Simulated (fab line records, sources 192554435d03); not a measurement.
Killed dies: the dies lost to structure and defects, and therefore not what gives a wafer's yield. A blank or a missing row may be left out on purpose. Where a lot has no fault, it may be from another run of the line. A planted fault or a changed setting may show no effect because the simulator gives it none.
Split-lot trial | flow n5-finfet | 7 lots, 21 wafers read, on a route of 1938 steps

THE SPLIT ITSELF
At N5_BEOL_M7_TRENCH_ETCH_37 (etches SiCOH lowk in C4F6/O2, target depth 93.478 nm, time 31.2 s), the setting bias-w was moved away from the recipe's 185 W on 5 of the 21 wafers read, by -11.5% to +13.9%. For the rest of the wafers, this setting stayed at what the recipe calls for.

The reading comes from the split's own step.

THE READING
rf-vpp-V, in V, at N5_BEOL_M7_TRENCH_ETCH_37 (etches SiCOH lowk in C4F6/O2, target depth 93.478 nm, time 31.2 s). Fault-free wafers of this fab line usually give 665 V, standard deviation 6.6 V.

wafer  | tool, chamber at the split | bias-w as run, W | against the recipe | rf-vpp-V, V | against lot-mates on the recipe
L075.3 | rie-diel-06, 2             | 185              | recipe             | 665         | -
L075.4 | rie-diel-06, 3             | 185              | recipe             | 661         | -
L075.5 | rie-diel-06, 0             | 163.7            | -11.5%             | 596         | -67
L078.1 | rie-diel-06, 2             | 185              | recipe             | 665         | -
L078.2 | rie-diel-06, 1             | 185              | recipe             | 669         | -
L078.6 | rie-diel-06, 1             | 168.4            | -9.0%              | 622         | -45
L079.4 | rie-diel-03, 3             | 185              | recipe             | 656         | -
L079.5 | rie-diel-03, 3             | 185              | recipe             | 656         | -
L079.6 | rie-diel-03, 2             | 185              | recipe             | 669         | -
L090.3 | rie-diel-06, 2             | 210.7            | +13.9%             | 736         | +78
L090.5 | rie-diel-06, 3             | 185              | recipe             | 661         | -
L090.6 | rie-diel-06, 0             | 185              | recipe             | 656         | -
L092.1 | rie-diel-05, 0             | 185              | recipe             | 655         | -
L092.3 | rie-diel-05, 3             | 196.1            | +6.0%              | 713         | +58
L092.5 | rie-diel-05, 0             | 196.1            | +6.0%              | 689         | +34
L091.2 | rie-diel-03, 0             | 185              | recipe             | 658         | -
L091.4 | rie-diel-03, 2             | 185              | recipe             | 670         | -
L091.6 | rie-diel-03, 2             | 185              | recipe             | 669         | -
L094.2 | rie-diel-03, 0             | 185              | recipe             | 660         | -
L094.3 | rie-diel-03, 3             | 185              | recipe             | 656         | -
L094.5 | rie-diel-03, 3             | 185              | recipe             | 656         | -

THE FIT
A straight line over all 21 wafers: rf-vpp-V changes by +5.47 V for each +1% of bias-w; r = +0.97; the points scatter about the line by 7 V.
The same after taking each lot's own level away (the mean of its wafers on the recipe; 21 wafers): +5.85 V for each +1%; r = +0.98; scatter 6.5 V.
That fit puts the effect of the largest move of bias-w on the reading at 81 V.
From 655.0 to 667.0 V: that is the span of the lots' own levels, equal to 1.8 times the standard deviation above.
The two slopes agree, so the slope changes little with the lot-to-lot level.
Check: with one of the wafers moved furthest among these (+13.9%) left out of the fit, the line predicts +86.4 V for it against its lot-mates. It came out at +77.5 V against them.
Tool readings at the split's step, against how far the setting was moved: rf-vpp-V r = +0.97.

ADDITIONAL SPLITS CARRIED BY THESE WAFERS
Note: prior to the reading, these wafers also went through further splits. Each is held against what the fit with the lots' levels taken away leaves over:
other split on the same wafers | wafers away from the commonest value | r with rf-vpp-V (lot level and that fit taken away)
N5_BEOL_M7_DESCUM_33 time-s    | 7                                    | -0.25

FILE'S OWN FIT
rf-vpp-V changes by +5.69 V for each +1% of bias-w, r = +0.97.
